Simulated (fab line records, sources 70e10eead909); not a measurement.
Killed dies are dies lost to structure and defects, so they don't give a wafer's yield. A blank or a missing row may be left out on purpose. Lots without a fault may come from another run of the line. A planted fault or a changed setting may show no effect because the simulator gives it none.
fab line records | flow nand_harc
record lots=6 wafers=18 last_day=27
route steps=1159 shown P_CONTACT@235 END@1159
lots that met no fault: from a run of the same line without faults
start_h: hours from the record's first day to the start of the lot's first wafer shown | wait_h: hours since the lot's step before | " the same as in the row above | L1.1+2: a row that stands for several wafers | - no value, or no start given | * or withheld: withheld | < > ~ a bound
route shown NAME@n: a module of which the file shows steps, and the number in the route of the first | usual: mean/standard deviation of fault-free wafers | same: alike in all rows | chamber/n: place in a boat | sites: the reading at each site | _std_site: their standard deviation | _edge_site: outer sites' mean less inner sites' | radius_mm: how far each site lies from the wafer's centre | mask NAME#n: copy n | behind: the tool/chamber that last shaped the wafer | hold: why the lot was held/for how many hours/how that ended | device: the transistor (n, p or np) that didn't switch | end of line: the same wafers' tests at the end of the route | a step without rows: its recipe alone | killed: dies lost to structure and defects at the first sort, not the wafer's yield | map: a wafer's dies, x killed, . not, _ none there
set.NAME: the setting as run; set.NAME@STEP: as run at that earlier step | model.NAME: the simulator's own value behind a step, which no gauge read
lots at some steps of the route; a table a step, a row a wafer
services: from which hour (start_h, from the record's first day; less than 0 if before it) a tool's chamber was out of use, for how many hours, and why
## steps
# step NHARC_P_CONTACT_DESCUM_17
# recipe time_s=3 o2_flow_sccm=200 ar_flow_sccm=0 bias_power_w=0 chemistry=O2
# usual drypump_motor_current_A=5.6/0.35 o2_flow_sccm=200.0/0.57 oes_product_au=0.997/0.007 rf_vpp_V=57.9/0.89 showerhead_plenum_p_Torr=1.95/0.099 throttle_valve_pct=11.312/0.0089
# columns lot.wafer tool chamber start_h wait_h drypump_motor_current_A o2_flow_sccm oes_product_au rf_hours_counter_h rf_vpp_V showerhead_plenum_p_Torr throttle_valve_pct
L485.1 rie_diel-08 2 118.13 0.1 5.9 201.2 0.997 13 59.0 2.05 11.313
L485.4 " 3 " " 5.5 200.0 0.996 13 58.9 1.98 11.313
L485.5 " 2 " " 5.9 200.4 1.008 - 58.3 2.05 11.306
L487.2 rie_diel-06 0 126.59 0.1 5.8 199.3 1.007 6 57.0 1.78 11.313
L487.3 " 1 " " 6.1 199.7 0.997 6 57.8 2.06 11.323
L487.5 " 1 " " 6.1 200.2 0.998 - 59.1 2.06 11.322
L498.1 rie_diel-06 2 190.88 0.1 5.6 199.9 0.997 11 57.3 1.91 11.325
L498.3 " 3 " " 5.1 200.5 0.994 13 58.2 2.05 11.317
L498.4 " 0 " " 5.8 198.7 1.001 - 56.9 1.78 11.325
L501.2 rie_diel-06 0 212.79 0.1 5.8 200.1 0.986 15 57.9 1.78 11.313
L501.6 " 3 " " 5.1 199.3 0.987 - 57.8 2.04 11.294
L501.5 " 0 " " 5.8 200.5 0.990 - 56.4 1.78 11.311
L503.4 rie_diel-06 1 230.91 0.1 6.1 199.4 1.001 14 59.1 2.06 11.305
L503.3 " 2 " " 5.6 199.4 0.993 16 57.1 1.91 11.314
L503.6 " 1 " " 6.1 200.7 1.003 - 57.8 2.06 11.313
L505.4 rie_diel-06 1 238.28 0.1 6.1 200.0 0.995 14 57.6 2.06 11.305
L505.3 " 2 " " 5.6 199.7 0.991 17 57.4 1.91 11.302
L505.5 " 0 " " 5.8 200.1 0.995 - 56.8 1.78 11.328
# step NHARC_P_CONTACT_ETCH_35
# recipe target_depth_a=390 over_etch_frac=0.3 time_s=65 ion_energy_ev=80 cf4_flow_sccm=150 ar_flow_sccm=0 rf_w=300 bias_w=100 chemistry=CF4
# usual cf4_flow_sccm=150.0/0.46 drypump_motor_current_A=5.5/0.34 oes_product_au=0.999/0.0076 rf_vpp_V=151.6/1.4 showerhead_plenum_p_Torr=1.80/0.084 throttle_valve_pct=13.284/0.0093
# columns lot.wafer tool chamber start_h wait_h cf4_flow_sccm drypump_motor_current_A oes_product_au rf_hours_counter_h rf_vpp_V showerhead_plenum_p_Torr throttle_valve_pct
L485.1 rie_diel-08 2 118.22 0.1 150.0 5.9 1.006 13 152.4 1.89 13.296
L485.4 " 3 " " 150.1 5.5 1.005 13 151.5 1.83 13.285
L485.5 " 1 " " 150.2 5.2 1.011 - 152.3 1.81 13.288
L487.3 rie_diel-06 2 126.68 0.1 150.7 5.6 0.982 6 150.8 1.77 13.284
L487.2 " 0 " " 149.6 5.8 0.999 6 149.6 1.66 13.276
L487.5 " 1 " " 150.0 6.1 0.996 - 152.3 1.89 13.276
L498.3 rie_diel-06 3 190.99 0.1 150.3 5.1 1.003 13 151.9 1.88 13.289
L498.1 " 0 " " 150.0 5.8 1.007 12 149.8 1.65 13.291
L498.4 " 2 " " 149.9 5.6 0.996 - 151.0 1.77 13.304
L501.2 rie_diel-06 3 212.89 0.1 151.0 5.2 1.005 15 152.2 1.88 13.289
L501.5 " 0 " " 149.4 5.8 1.008 - 149.6 1.65 13.282
L501.6 " 1 " " 150.9 6.1 1.001 - 151.2 1.89 13.284
L503.3 rie_diel-06 0 230.99 0.1 151.1 5.8 0.995 18 150.8 1.65 13.289
L503.4 " 2 " " 149.7 5.6 0.988 17 150.0 1.76 13.293
L503.6 " 0 " " 149.9 5.8 1.009 - 150.0 1.65 13.280
L505.4 rie_diel-06 0 238.35 0.1 149.9 5.8 0.997 19 150.9 1.65 13.288
L505.3 " 1 " " 150.5 6.1 0.998 14 153.5 1.89 13.267
L505.5 " 1 " " 150.4 6.1 1.004 - 150.9 1.89 13.295
# step NHARC_P_CONTACT_ETCH_36
# recipe target_depth_a=2600 over_etch_frac=0.25 time_s=406.25 ion_energy_ev=200 n2_flow_sccm=150 h2_flow_sccm=150 ar_flow_sccm=0 rf_w=400 bias_w=150 chemistry=N2/H2
# usual drypump_motor_current_A=5.5/0.33 oes_product_au=0.997/0.0079 rf_vpp_V=431.7/2.9 showerhead_plenum_p_Torr=2.08/0.11 throttle_valve_pct=14.172/0.0096
# columns lot.wafer tool chamber start_h wait_h drypump_motor_current_A oes_product_au rf_hours_counter_h rf_vpp_V showerhead_plenum_p_Torr throttle_valve_pct
L485.1 rie_diel-08 2 - - 5.9 1.002 14 435.6 2.19 14.177
L485.4 " 0 " " 5.3 1.008 13 430.8 2.02 14.161
L485.5 " 2 " " 5.9 1.007 - 434.1 2.19 14.168
L487.3 rie_diel-06 2 - - 5.6 0.993 6 430.6 2.04 14.192
L487.2 " 3 " " 5.2 1.001 6 433.0 2.19 14.155
L487.5 " 2 " " 5.6 0.987 - 430.7 2.04 14.159
L498.1 rie_diel-06 0 - - 5.8 0.990 12 425.6 1.89 14.168
L498.3 " 2 " " 5.6 0.996 11 431.9 2.04 14.183
L498.4 " 3 " " 5.2 0.999 - 435.0 2.18 14.185
L501.2 rie_diel-06 1 - - 6.1 1.003 12 435.3 2.20 14.177
L501.5 " 2 " " 5.6 0.988 - 430.5 2.04 14.187
L501.6 " 3 " " 5.2 0.999 - 435.6 2.18 14.159
L503.3 rie_diel-06 0 - - 5.8 0.994 18 426.8 1.89 14.174
L503.4 " 2 " " 5.6 0.983 17 432.1 2.03 14.165
L503.6 " 3 " " 5.1 0.997 - 432.8 2.18 14.171
L505.3 rie_diel-06 2 - - 5.6 0.998 17 431.6 2.03 14.179
L505.4 " 3 " " 5.2 1.001 20 434.6 2.18 14.163
L505.5 " 3 " " 5.2 1.006 - 434.1 2.18 14.170
# step NHARC_P_CONTACT_ETCH_18
# recipe target_depth_a=4810 time_s=240.5 c4f8_flow_sccm=20 o2_flow_sccm=10 ar_flow_sccm=withheld rf_w=600 bias_w=1500 chemistry=C4F8/O2/Ar
# step NHARC_P_CONTACT_STRIP_37
# recipe c4f8_flow_sccm=withheld o2_flow_sccm=8 ar_flow_sccm=withheld bias_w=0 chemistry=C4F8/O2/Ar
# step NHARC_P_CONTACT_ETCH_31
# recipe target_depth_a=300 time_s=85.7 ion_energy_ev=120 over_etch_frac=1 ch3f_flow_sccm=50 o2_flow_sccm=30 ar_flow_sccm=200 rf_w=500 bias_w=100 chemistry=CH3F/O2
# usual drypump_motor_current_A=5.5/0.34 o2_flow_sccm=29.99/0.079 oes_product_au=0.982/0.0087 rf_vpp_V=245.0/1.8 showerhead_plenum_p_Torr=2.50/0.12 throttle_valve_pct=20.663/0.0097
# columns lot.wafer tool chamber start_h wait_h drypump_motor_current_A o2_flow_sccm oes_product_au rf_hours_counter_h rf_vpp_V showerhead_plenum_p_Torr throttle_valve_pct
L485.4 rie_diel-08 0 - - 5.3 29.97 0.979 14 244.1 2.44 20.668
L485.1 " 1 " " 5.2 30.01 0.994 14 245.7 2.52 20.663
L485.5 " 3 " " 5.5 29.84 0.986 - 245.9 2.55 20.664
L487.3 rie_diel-06 2 - - 5.6 30.02 0.965 7 245.5 2.46 20.655
L487.2 " 0 " " 5.8 29.80 0.961 6 242.0 2.30 20.659
L487.5 " 2 " " 5.6 29.97 0.960 - 245.1 2.46 20.673
L498.3 rie_diel-06 3 - - 5.2 29.95 0.994 13 247.6 2.62 20.679
L498.1 " 2 " " 5.6 30.05 0.970 12 245.2 2.45 20.668
L498.4 " 3 " " 5.2 29.85 0.991 - 247.7 2.62 20.671
L501.2 rie_diel-06 1 - - 6.1 30.07 0.979 12 246.3 2.64 20.652
L501.6 " 3 " " 5.1 29.87 0.964 - 247.0 2.62 20.643
L501.5 " 0 " " 5.8 29.93 0.979 - 241.9 2.29 20.655
L503.4 rie_diel-06 1 - - 6.1 29.94 0.982 14 247.8 2.64 20.665
L503.3 " 3 " " 5.2 29.80 0.997 19 246.1 2.62 20.645
L503.6 " 1 " " 6.1 29.95 0.975 - 247.2 2.64 20.659
L505.3 rie_diel-06 1 - - 6.1 30.01 0.990 15 246.5 2.64 20.654
L505.4 " 2 " " 5.6 29.89 0.980 17 245.1 2.45 20.674
L505.5 " 1 " " 6.1 29.96 0.991 - 246.6 2.64 20.672
# step NHARC_P_CONTACT_CD_MEAS_19
# usual cd_nm=89.1/1.1
# columns lot.wafer tool chamber start_h wait_h cd_nm
L485.1 cd_sem-01 - 119.00 - 90.1
L485.4 " - " " 88.9
L485.5 " - " " 91.2
L487.2 cd_sem-01 - 127.46 - 90.2
L487.3 " - " " 88.0
L487.5 " - " " 88.1
L498.1 cd_sem-01 - 191.90 - 90.5
L498.3 " - " " 89.5
L498.4 " - " " 88.8
L501.2 cd_sem-02 - 213.65 - 88.5
L501.5 " - " " 88.7
L501.6 " - " " 87.9
L503.3 cd_sem-02 - 231.77 - 89.7
L503.4 " - " " 87.3
L503.6 " - " " 88.2
L505.3 cd_sem-03 - 239.15 - 89.9
L505.4 " - " " 90.0
L505.5 " - " " 90.1
# step NHARC_P_CONTACT_STRIP_28
# recipe o2_flow_sccm=500 ar_flow_sccm=0 bias_w=0 chemistry=O2
# step NHARC_P_CONTACT_STRIP_29
# recipe time_s=1200 temp_c=72.5 chemistry=post_etch_residue_remover
# step NHARC_P_CONTACT_DEGAS_38
# recipe temp_c=300 time_s=60
# step NHARC_P_CONTACT_PRE_CLEAN_39
# recipe time_s=19.5 bias_v=250 gas=Ar
# step NHARC_P_CONTACT_PVD_32
# recipe target_thk_a=50 chamber_pressure_pa=5 power_w=5000 substrate_temp_c=200 time_s=17.7 material=Ti
# usual cathode_dc_power_W=5000.0/0.94 throttle_valve_pct=29.8/1
# columns lot.wafer tool chamber start_h wait_h cathode_dc_power_W throttle_valve_pct
L485.1 pvd_sputter-02 - - - 5000.0 30.5
L485.4 " - " " 4999.5 29.9
L485.5 " - " " 5000.1 30.5
L487.2 pvd_sputter-02 - - - 5001.2 30.5
L487.3 " - " " 4998.4 29.2
L487.5 " - " " 5001.1 30.5
L498.1 pvd_sputter-02 - - - 5001.1 30.0
L498.4 " - " " 4999.3 29.2
L498.3 " - " " 5001.5 30.5
L501.2 pvd_sputter-01 - - - 5000.2 28.3
L501.6 " - " " 5000.4 28.2
L501.5 " - " " 4999.8 31.0
L503.3 pvd_sputter-01 - - - 4999.1 30.4
L503.4 " - " " 4998.7 28.4
L503.6 " - " " 5000.0 27.7
L505.4 pvd_sputter-03 - - - 4999.7 29.1
L505.3 " - " " 5000.2 29.0
L505.5 " - " " 5003.1 29.2
# step NHARC_P_CONTACT_ALD_22
# recipe target_thk_a=30 pulse_time_s=1 ald_cycles=150 temp_c=450 material=TiN
# usual ald_cycles=150/0 heater_power_w=1102/150 precursor_pulse_height_rel=0.997/0.02
# columns lot.wafer tool chamber start_h wait_h ald_cycles heater_power_w precursor_pulse_height_rel
L485.4 ald_metal-03 3 120.03 - 150 1007 1.003
L485.1 " 0 " " 150 865 1.007
L485.5 " 3 " " 150 1007 0.997
L487.3 ald_metal-01 3 128.45 - 150 1184 0.988
L487.2 " 0 " " 150 1199 1.022
L487.5 " 3 " " 150 1147 0.988
L498.1 ald_metal-01 0 192.86 - 70 1183 0.992
L498.3 " 1 " " 150 927 0.994
L498.4 " 2 " " 70 1327 1.009
L501.2 ald_metal-01 0 214.63 - 150 1163 0.984
L501.5 " 0 " " 150 1153 0.984
L501.6 " 1 " " 70 940 0.976
L503.3 ald_metal-03 0 232.72 - 150 859 0.945
L503.4 " 1 " " 150 1260 0.960
L503.6 " 0 " " 150 862 1.003
L505.3 ald_metal-04 2 240.09 - 150 1299 1.025
L505.4 " 0 " " 150 997 1.016
L505.5 " 3 " " 150 1077 1.003
# step NHARC_P_CONTACT_CVD_23
# recipe target_thk_a=2000 temp_c=300 pressure_torr=40 wf6_flow_sccm=40 h2_flow_sccm=1600 ar_flow_sccm=1560 time_s=557 material=W
# step NHARC_END_SORT_01
# recipe temp_c=25
# usual killed_at_array=28/11 killed_at_other=0.9/1.2 killed_at_periphery=2.6/2.1 killed_dies=31/11 killed_open=3.1/1.7 killed_short=1.9/1.3
# same gross_dies=677
# columns lot.wafer tool chamber start_h wait_h killed_at_array killed_at_other killed_at_periphery killed_dies killed_open killed_short
L498.1 prober-02 0 556.87 2.5 32 1 644 677 7 0
L498.3 prober-02 0 558.46 3.1 29 1 2 32 2 2
L498.4 prober-02 0 559.26 3.4 33 2 642 677 4 2
L501.6 prober-02 0 610.09 4.0 39 0 638 677 3 3
L503.3 prober-02 0 631.05 3.1 45 0 3 48 5 1
L503.4 prober-02 0 631.85 3.4 65 0 2 67 2 2
L503.6 prober-02 0 633.45 4.0 57 1 2 60 4 3
# killed by level:class
L498.1 P_CONTACT:area_ald=639 A_CHANNEL_HOLE_D1:chamber_film_flake=21 A_CONTACT:chamber_film_flake=7 P_M0:geometric_particle:open=3 A_STAIRCASE:chamber_film_flake=2 P_CONTACT:geometric_particle:open=1 A_WL_FILL:geometric_particle:open=1 A_M0:geometric_particle:open=1
L498.3 A_CHANNEL_HOLE_D1:chamber_film_flake=14 A_CONTACT:chamber_film_flake=10 A_CHANNEL_FILL_D1:geometric_particle:open=1 A_STAIRCASE:geometric_particle:open=1 A_WL_FILL:geometric_particle:short=1 A_CONTACT:geometric_particle:short=1 P_ZERO_WELL:chamber_film_flake=1 P_GATE:chamber_film_flake=1
L498.4 P_CONTACT:area_ald=642 A_CHANNEL_HOLE_D1:chamber_film_flake=19 A_CONTACT:chamber_film_flake=7 A_CONTACT:geometric_particle:open=2 THIN_TSV:chamber_film_flake=2 A_SOURCE_PLATE:geometric_particle:open=1 A_CHANNEL_HOLE_D1:geometric_particle:short=1 A_WL_FILL:geometric_particle:short=1
L501.6 P_CONTACT:area_ald=637 A_CHANNEL_HOLE_D1:chamber_film_flake=18 A_SLIT:chamber_film_flake=12 A_CHANNEL_FILL_D1:geometric_particle:short=3 A_CONTACT:chamber_film_flake=2 A_ONON_D1:geometric_particle:open=1 A_CONTACT:geometric_particle:open=1 A_M0:geometric_particle:open=1
L503.3 A_CHANNEL_HOLE_D1:chamber_film_flake=18 A_SLIT:chamber_film_flake=11 A_CONTACT:chamber_film_flake=7 A_ZERO_WELL:chamber_film_flake=3 A_STAIRCASE:chamber_film_flake=2 P_M0:geometric_particle:open=1 P_M1:geometric_particle:open=1 A_ONON_D1:geometric_particle:open=1
L503.4 A_CHANNEL_HOLE_D1:chamber_film_flake=25 A_SLIT:chamber_film_flake=22 A_CONTACT:chamber_film_flake=7 A_STAIRCASE:chamber_film_flake=5 A_ZERO_WELL:chamber_film_flake=4 P_GATE:geometric_particle:open=1 P_M2:geometric_particle:open=1 A_WL_FILL:geometric_particle:short=1
L503.6 A_CHANNEL_HOLE_D1:chamber_film_flake=19 A_SLIT:chamber_film_flake=19 A_CONTACT:chamber_film_flake=9 A_STAIRCASE:chamber_film_flake=3 P_M1:geometric_particle:short=1 A_SOURCE_PLATE:geometric_particle:open=1 A_STAIRCASE:geometric_particle:open=1 A_SLIT:geometric_particle:short=1
# map L498.1 (x killed, . not)
____________x____________
_________xxxxxxx_________
_______xxxxxxxxxxx_______
______xxxxxxxxxxxxx______
_____xxxxxxxxxxxxxxx_____
____xxxxxxxxxxxxxxxxx____
____xxxxxxxxxxxxxxxxx____
___xxxxxxxxxxxxxxxxxxx___
___xxxxxxxxxxxxxxxxxxx___
__xxxxxxxxxxxxxxxxxxxxx__
__xxxxxxxxxxxxxxxxxxxxx__
_xxxxxxxxxxxxxxxxxxxxxxx_
_xxxxxxxxxxxxxxxxxxxxxxx_
_xxxxxxxxxxxxxxxxxxxxxxx_
_xxxxxxxxxxxxxxxxxxxxxxx_
_xxxxxxxxxxxxxxxxxxxxxxx_
xxxxxxxxxxxxxxxxxxxxxxxxx
xxxxxxxxxxxxxxxxxxxxxxxxx
xxxxxxxxxxxxxxxxxxxxxxxxx
xxxxxxxxxxxxxxxxxxxxxxxxx
xxxxxxxxxxxxxxxxxxxxxxxxx
_xxxxxxxxxxxxxxxxxxxxxxx_
_xxxxxxxxxxxxxxxxxxxxxxx_
_xxxxxxxxxxxxxxxxxxxxxxx_
_xxxxxxxxxxxxxxxxxxxxxxx_
_xxxxxxxxxxxxxxxxxxxxxxx_
__xxxxxxxxxxxxxxxxxxxxx__
__xxxxxxxxxxxxxxxxxxxxx__
___xxxxxxxxxxxxxxxxxxx___
___xxxxxxxxxxxxxxxxxxx___
____xxxxxxxxxxxxxxxxx____
____xxxxxxxxxxxxxxxxx____
_____xxxxxxxxxxxxxxx_____
______xxxxxxxxxxxxx______
_______xxxxxxxxxxx_______
_________xxxxxxx_________
____________x____________
# map L501.6 (x killed, . not)
____________x____________
_________xxxxxxx_________
_______xxxxxxxxxxx_______
______xxxxxxxxxxxxx______
_____xxxxxxxxxxxxxxx_____
____xxxxxxxxxxxxxxxxx____
____xxxxxxxxxxxxxxxxx____
___xxxxxxxxxxxxxxxxxxx___
___xxxxxxxxxxxxxxxxxxx___
__xxxxxxxxxxxxxxxxxxxxx__
__xxxxxxxxxxxxxxxxxxxxx__
_xxxxxxxxxxxxxxxxxxxxxxx_
_xxxxxxxxxxxxxxxxxxxxxxx_
_xxxxxxxxxxxxxxxxxxxxxxx_
_xxxxxxxxxxxxxxxxxxxxxxx_
_xxxxxxxxxxxxxxxxxxxxxxx_
xxxxxxxxxxxxxxxxxxxxxxxxx
xxxxxxxxxxxxxxxxxxxxxxxxx
xxxxxxxxxxxxxxxxxxxxxxxxx
xxxxxxxxxxxxxxxxxxxxxxxxx
xxxxxxxxxxxxxxxxxxxxxxxxx
_xxxxxxxxxxxxxxxxxxxxxxx_
_xxxxxxxxxxxxxxxxxxxxxxx_
_xxxxxxxxxxxxxxxxxxxxxxx_
_xxxxxxxxxxxxxxxxxxxxxxx_
_xxxxxxxxxxxxxxxxxxxxxxx_
__xxxxxxxxxxxxxxxxxxxxx__
__xxxxxxxxxxxxxxxxxxxxx__
___xxxxxxxxxxxxxxxxxxx___
___xxxxxxxxxxxxxxxxxxx___
____xxxxxxxxxxxxxxxxx____
____xxxxxxxxxxxxxxxxx____
_____xxxxxxxxxxxxxxx_____
______xxxxxxxxxxxxx______
_______xxxxxxxxxxx_______
_________xxxxxxx_________
____________x____________
## services
# columns tool chamber start_h hours kind
rie_diel-08 3 96.93 9.8 repair
rie_diel-06 0 97.78 - clean
rie_diel-06 1 97.78 - clean
rie_diel-06 2 97.78 - clean
rie_diel-06 3 97.78 - clean
ald_metal-01 - 102.00 10.0 pm
pvd_sputter-03 - 102.00 10.0 pm
ald_metal-04 0 104.78 74.3 repair
ald_metal-01 3 122.00 2.1 repair
pvd_sputter-01 - 124.79 1.1 repair
rie_diel-08 - 124.84 9.0 pm
pvd_sputter-02 - 140.30 20.0 repair
ald_metal-03 - 144.00 10.0 pm
pvd_sputter-01 - 158.00 10.0 pm
rie_diel-08 - 159.65 0.1 repair
rie_diel-06 2 165.20 3.2 repair
rie_diel-06 2 169.35 5.5 repair
rie_diel-06 1 183.93 2.6 repair
rie_diel-06 1 190.50 16.4 repair
ald_metal-01 - 197.06 0.4 repair
pvd_sputter-03 - 204.12 0.7 repair
ald_metal-01 3 205.45 14.1 repair
pvd_sputter-02 - 214.00 10.0 pm
ald_metal-04 - 228.00 10.0 pm
## key
first_sign step=NHARC_P_CONTACT_ALD_22 reading=ald_cycles direction=down sigmas=99+ usual=150 struck=70
effect step=NHARC_END_SORT_01 reading=killed_at_periphery direction=up sigmas=99+ usual=2.6 struck=641.3
more_kills_born_at NHARC_P_CONTACT_ALD_22@ald_metal-01=1918
met_at NHARC_P_CONTACT_ALD_22
struck_wafers L498.1,L498.4,L501.6
later_rows_left_out L498.1,L498.4,L501.6
tester_left_out L498,L501
onset_between 128.45 192.86
fault kind=process_parameter_drift tool=ald_metal-01 chamber=- onset_h=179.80 steps=NHARC_P_CONTACT_ALD_22 channel=ald_cycles offset=-80 shape=step end_h=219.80 scope=struck_wafers_only acts_in=these_recipes_only stated=150
# tester_left_out: of these lots the tester's yield and bins aren't shown, on N5 and GAA mostly nor the transistor test; their killed dies are dies lost to structure and defects alone, not to doping, threshold or leakage, so they don't give the yield
# later_rows_left_out: the simulator's readings of these wafers behind a module that went badly wrong aren't trusted and aren't shown, but for the sort
